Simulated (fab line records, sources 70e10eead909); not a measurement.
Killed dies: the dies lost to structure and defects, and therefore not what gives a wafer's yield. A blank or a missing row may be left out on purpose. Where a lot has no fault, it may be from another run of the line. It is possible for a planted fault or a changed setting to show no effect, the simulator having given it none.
Which of the tools did it? | flow nand_harc | 14 lots with 42 wafers sampled at 5 steps, on a route of 1159 steps

## WHAT THE GAUGES READ, wafer by wafer
NHARC_A_ZERO_WELL_INSPECT_17.
lot  | measured     | on                | raw_defect_count
L157 | day 7 01:34  | defect_inspect-01 | 8 3 6
L156 | day 7 02:03  | defect_inspect-01 | 9 10 4
L159 | day 7 11:19  | defect_inspect-01 | 4 2 3
L160 | day 7 11:49  | defect_inspect-01 | 12 9 15
L161 | day 7 18:56  | defect_inspect-01 | 10 10 9
L162 | day 8 01:58  | defect_inspect-02 | 5 11 6
L163 | day 8 12:05  | defect_inspect-01 | 11 10 11
L165 | day 8 22:25  | defect_inspect-02 | 15 10 11
L173 | day 10 22:06 | defect_inspect-01 | 14 3 16
L174 | day 11 06:49 | defect_inspect-02 | 4 7 9
L176 | day 11 10:22 | defect_inspect-01 | 20 18 15
L177 | day 11 20:04 | defect_inspect-02 | 5 7 7
L178 | day 12 01:55 | defect_inspect-01 | 7 7 10
L179 | day 12 05:01 | defect_inspect-01 | 11 17 14

NHARC_A_ONON_D1_THK_MEAS_11: measures by ellipsometry.
lot  | measured     | on            | thk_nm (nm)
L157 | day 8 00:19  | film_metro-02 | 1007 1007 1006
L156 | day 8 00:08  | film_metro-01 | 1009 1010 1009
L159 | day 8 10:18  | film_metro-02 | 987 986 985
L160 | day 8 10:28  | film_metro-02 | 1004 1003 1004
L161 | day 8 18:11  | film_metro-01 | 999 1000 998
L162 | day 9 03:58  | film_metro-01 | 993 995 995
L163 | day 9 11:36  | film_metro-02 | 684 685 684 683 682 684
L165 | day 9 22:08  | film_metro-02 | 685 687 686 686 688 687
L173 | day 11 21:01 | film_metro-02 | 1019 1016 1015
L174 | day 12 08:26 | film_metro-02 | 1023 1021 1022
L176 | day 12 08:34 | film_metro-02 | 997 997 998
L177 | day 12 21:13 | film_metro-02 | 1010 1010 1008
L178 | day 13 02:41 | film_metro-01 | 1001 1001 1002
L179 | day 13 02:38 | film_metro-02 | 1011 1013 1013

## WHICH TOOL RAN EACH LOT (tool, then ch and the chambers of the sampled wafers, then the start)
lot  | NHARC_P_BONDPAD_CMP_19        | NHARC_A_ZERO_WELL_ETCH_13        | NHARC_A_ONON_D1_DEP_09
L157 | cmp-04 ch 0,1,2, day 6 22:27  | rie_si-04 ch 0,2,3, day 7 00:29  | pecvd_onon-02 ch 0, day 7 23:49
L156 | cmp-04 ch 0,1,2, day 6 22:43  | rie_si-06 ch 0,1,2, day 7 00:58  | pecvd_onon-01 ch 0, day 7 23:38
L159 | cmp-02 ch 0,1,3, day 7 08:02  | rie_si-01 ch 0,3, day 7 10:08    | pecvd_onon-01 ch 0, day 8 09:51
L160 | cmp-04 ch 0,1,3, day 7 08:33  | rie_si-06 ch 1,3, day 7 10:43    | pecvd_onon-03 ch 0, day 8 10:02
L161 | cmp-04 ch 0,2,3, day 7 15:37  | rie_si-04 ch 0,2,3, day 7 17:50  | pecvd_onon-03 ch 0, day 8 17:48
L162 | cmp-04 ch 0,2,3, day 7 22:43  | rie_si-01 ch 0,2,3, day 8 00:53  | pecvd_onon-03 ch 0, day 9 03:31
L163 | cmp-04 ch 0,1,3, day 8 08:52  | rie_si-01 ch 1,2,3, day 8 10:59  | pecvd_onon-03 ch 0, day 9 11:08
L165 | cmp-03 ch 1,2,3, day 8 19:07  | rie_si-01 ch 0,1,2, day 8 21:19  | pecvd_onon-03 ch 0, day 9 21:42
L173 | cmp-04 ch 0,2, day 10 18:53   | rie_si-01 ch 1,2,3, day 10 21:01 | pecvd_onon-02 ch 0, day 11 20:30
L174 | cmp-03 ch 0,2,3, day 11 03:27 | rie_si-04 ch 0,1,3, day 11 05:39 | pecvd_onon-01 ch 0, day 12 07:55
L176 | cmp-02 ch 0,1,2, day 11 07:05 | rie_si-04 ch 0,1,3, day 11 09:14 | pecvd_onon-02 ch 0, day 12 08:03
L177 | cmp-02 ch 1,2, day 11 16:53   | rie_si-04 ch 0,3, day 11 18:58   | pecvd_onon-02 ch 0, day 12 20:42
L178 | cmp-02 ch 1,3, day 11 22:34   | rie_si-06 ch 0,3, day 12 00:49   | pecvd_onon-02 ch 0, day 13 02:10
L179 | cmp-02 ch 0,1,3, day 12 01:47 | rie_si-06 ch 0,3, day 12 03:55   | pecvd_onon-03 ch 0, day 13 02:10
- NHARC_P_BONDPAD_CMP_19: polishes, t overpolish 30 s, cu recess touch 16 s, target thk 160.81 nm.
- NHARC_A_ZERO_WELL_ETCH_13: etches the open film in HBr/Cl2, target depth 120 nm, time 40.1 s.
- NHARC_A_ONON_D1_DEP_09: target thk 1000 nm.

## AS READ BY THE TOOLS THEMSELVES (means over the sampled wafers that have a number; for cases with no such wafer, the mark the record gives instead)
NHARC_P_BONDPAD_CMP_19.
lot  | tool   | motor_current_A (A) | overpolish_run_s (s)
L157 | cmp-04 | 11.8                | 29.993
L156 | cmp-04 | 11.5                | 29.999
L159 | cmp-02 | 12.5                | 30.000
L160 | cmp-04 | 12.8                | 29.998
L161 | cmp-04 | 12.0                | 29.995
L162 | cmp-04 | 11.7                | 30.007
L163 | cmp-04 | 12.7                | 30.005
L165 | cmp-03 | 13.0                | 29.999
L173 | cmp-04 | 10.7                | 29.992
L174 | cmp-03 | 12.2                | 30.001
L176 | cmp-02 | 12.1                | 30.001
L177 | cmp-02 | 11.5                | 30.011
L178 | cmp-02 | 13.1                | 29.994
L179 | cmp-02 | 12.4                | 29.993

NHARC_A_ZERO_WELL_ETCH_13.
lot  | tool      | drypump_motor_current_A (A) | mfc_cl2_sccm (sccm) | oes_product_au (a.u.) | throttle_valve_pct (%)
L157 | rie_si-04 | 5.5                         | 49.94               | 0.997                 | 26.407
L156 | rie_si-06 | 5.5                         | 49.92               | 1.005                 | 26.411
L159 | rie_si-01 | 5.8                         | 50.01               | 0.994                 | 26.403
L160 | rie_si-06 | 5.8                         | 49.89               | 1.000                 | 26.406
L161 | rie_si-04 | 5.4                         | 50.00               | 1.000                 | 26.396
L162 | rie_si-01 | 5.3                         | 50.01               | 0.999                 | 26.405
L163 | rie_si-01 | 5.2                         | 50.00               | 1.004                 | 26.413
L165 | rie_si-01 | 5.7                         | 50.07               | 0.991                 | 26.412
L173 | rie_si-01 | 5.2                         | 49.97               | 1.005                 | 26.411
L174 | rie_si-04 | 5.4                         | 50.19               | 1.005                 | 26.408
L176 | rie_si-04 | 5.4                         | 49.99               | 0.999                 | 26.402
L177 | rie_si-04 | 5.1                         | 49.97               | 0.982                 | 26.397
L178 | rie_si-06 | 5.7                         | 50.24               | 1.008                 | 26.406
L179 | rie_si-06 | 5.6                         | 50.01               | 1.000                 | 26.395

NHARC_A_ONON_D1_DEP_09.
lot  | tool          | n2_flow_sccm (sccm)
L157 | pecvd_onon-02 | 2752
L156 | pecvd_onon-01 | 2748
L159 | pecvd_onon-01 | 2747
L160 | pecvd_onon-03 | 2749
L161 | pecvd_onon-03 | 2733
L162 | pecvd_onon-03 | 2751
L163 | pecvd_onon-03 | 2747
L165 | pecvd_onon-03 | 2744
L173 | pecvd_onon-02 | 2756
L174 | pecvd_onon-01 | 2759
L176 | pecvd_onon-02 | 2736
L177 | pecvd_onon-02 | 2744
L178 | pecvd_onon-02 | 2755
L179 | pecvd_onon-03 | 2746

## THE ANSWER, worked out from the rows above alone
Rule: usual is defined by the lots themselves. The widest of any qualifying gaps counts: lots, ordered by their means at a reading, are off when they make up no more than a third of the lots, leave a main group of 4 or more, and stand apart from it by 3 or more times the standard deviation of that group's means. A main group is skipped when, at the precision printed for the reading in the tables above, its means are all equal. A lot without any number at a reading at which 4 lots or more have one is off too. The other lots that the step has rows for count as sound. The gauges are gone through in route order, then the tools' own readings, and for those a lot's mean is taken as printed above. At the first step where some lot is off, the reading lying furthest off is the one used; lots without a number count as furthest.
Off at NHARC_A_ONON_D1_THK_MEAS_11 (thk_nm): L163, L165. The main group has a mean of 1005 nm with a standard deviation of 9.6.
A tool fits if, at a process step before that reading, it ran every lot that is off, and no sound lot after the first of them. Those tools and the gauges at NHARC_A_ONON_D1_THK_MEAS_11 are tried in the same way. Not one of the candidates tried fits.

## WHAT THE SIMULATOR HAD INSERTED
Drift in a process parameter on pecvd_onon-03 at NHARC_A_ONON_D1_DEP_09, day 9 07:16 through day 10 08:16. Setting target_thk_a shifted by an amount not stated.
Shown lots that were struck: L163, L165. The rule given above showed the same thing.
